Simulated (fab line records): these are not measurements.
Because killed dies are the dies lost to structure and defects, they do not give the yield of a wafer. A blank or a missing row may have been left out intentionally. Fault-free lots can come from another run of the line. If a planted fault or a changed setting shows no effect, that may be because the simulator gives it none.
Split-lot study ; flow n5_finfet ; 7 lots, 39 wafers read, on a route of 1938 steps

## ON THE SPLIT
At N5_BEOL_M3_ETCH_41 (etches SiCN in CH3F/O2, target depth 29.9 nm, time 52.5 s), the setting target_depth_a was moved away from the recipe's 299 angstrom on 15 of the 39 wafers read, by -58.6% to +52.7%. For the rest of the wafers, this setting stayed at what the recipe calls for.

Reading taken at the split's own step.

## THE READING
etch.depth_nm (the simulator's own value, which no gauge read), in nm, at N5_BEOL_M3_ETCH_41 (etches SiCN in CH3F/O2, target depth 29.9 nm, time 52.5 s). The file does not state a usual value for it. Average 19.898 nm, standard deviation 0.33 nm, over the 24 wafers here run with the recipe.

wafer;tool, chamber at the split;target_depth_a as run, angstrom;against the recipe;etch.depth_nm, nm;against lot-mates on the recipe
L075.1;rie_diel-05, 2;299;recipe;19.94;-
L075.2;rie_diel-05, 3;299;recipe;20.58;-
L075.3;rie_diel-05, 1;247.3;-17.3%;16.52;-3.637
L075.4;rie_diel-05, 0;247.3;-17.3%;16.57;-3.587
L075.5;rie_diel-05, 2;299;recipe;19.95;-
L075.6;rie_diel-05, 1;247.3;-17.3%;16.67;-3.487
L076.1;rie_diel-04, 3;299;recipe;19.52;-
L076.2;rie_diel-04, 0;299;recipe;20.27;-
L076.3;rie_diel-04, 1;299;recipe;20;-
L076.4;rie_diel-04, 2;299;recipe;19.75;-
L076.5;rie_diel-04, 0;299;recipe;20.18;-
L076.6;rie_diel-04, 1;299;recipe;19.83;-
L085.1;rie_diel-04, 2;299;recipe;19.63;-
L085.2;rie_diel-04, 1,2;456.6;+52.7%;30.01;+10.253
L085.5;rie_diel-04, 1,2;456.6;+52.7%;30.01;+10.253
L085.3;rie_diel-04, 3;456.6;+52.7%;29.78;+10.023
L085.4;rie_diel-04, 0;299;recipe;20.12;-
L085.6;rie_diel-04, 3;299;recipe;19.52;-
L087.1;rie_diel-04, 1;123.7;-58.6%;8.181;-11.579
L087.2;rie_diel-04, 2;299;recipe;19.8;-
L087.3;rie_diel-04, 3;299;recipe;19.42;-
L087.4;rie_diel-04, 0;299;recipe;20.06;-
L087.5;rie_diel-04, 1;123.7;-58.6%;8.205;-11.555
L087.6;rie_diel-04, 0;123.7;-58.6%;8.278;-11.482
L090.2;rie_diel-04, 1;299;recipe;19.61;-
L090.4;rie_diel-04, 3;299;recipe;19.24;-
L090.6;rie_diel-04, 2;299;recipe;19.64;-
L093.1;rie_diel-03, 0;389.2;+30.2%;25.94;+5.647
L093.2;rie_diel-03, 1;389.2;+30.2%;26.81;+6.517
L093.3;rie_diel-03, 3;299;recipe;20.08;-
L093.4;rie_diel-03, 2;389.2;+30.2%;26.28;+5.987
L093.5;rie_diel-03, 2;299;recipe;20.41;-
L093.6;rie_diel-03, 1;299;recipe;20.39;-
L094.1;rie_diel-04, 1,2;299;recipe;19.74;-
L094.3;rie_diel-04, 1,2;299;recipe;19.74;-
L094.2;rie_diel-04, 0;456.5;+52.7%;30.6;+10.730
L094.4;rie_diel-04, 0;299;recipe;20.13;-
L094.5;rie_diel-04, 2;456.5;+52.7%;30.43;+10.560
L094.6;rie_diel-04, 1;456.5;+52.7%;30.56;+10.690
If several chambers appear in one row, that row covers several wafers at once and the file leaves open which wafer was in which chamber.

THE FIT
A straight line over all 39 wafers: etch.depth_nm changes by +0.198 nm for each +1% of target_depth_a; r = +1.00; the points scatter about the line by 0.34 nm.
The same after taking each lot's own level away (the mean of its wafers on the recipe; 39 wafers): +0.198 nm for each +1%; r = +1.00; scatter 0.25 nm.
On that fit, the largest move of target_depth_a shifts the reading by 12 nm.
The lots' own levels span 19.4967 to 20.2933 nm, that is 2.4 times the standard deviation above.
The two slopes agree, so the slope changes little with the lot-to-lot level.
Check: for one of the wafers moved furthest among these (-58.6%), held out of the fit, the line's prediction against its lot-mates is -11.6 nm. It came out at -11.6 nm against them.

## THE OTHER SPLITS THESE WAFERS WENT THROUGH
Note: prior to the reading, these wafers also went through further splits. Each is held against what the fit with the lots' levels taken away leaves over:
other split on the same wafers;wafers away from the commonest value;r with etch.depth_nm (lot level and that fit taken away)
N5_MOL_CONTACT_COAG_PRECLEAN_111 time_s;18;+0.23
N5_BEOL_M1_TRENCH_ETCH_37 time_s;15;-0.14

## THE FILE'S OWN FIT
etch.depth_nm changes by +0.198 nm for each +1% of target_depth_a, r = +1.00.
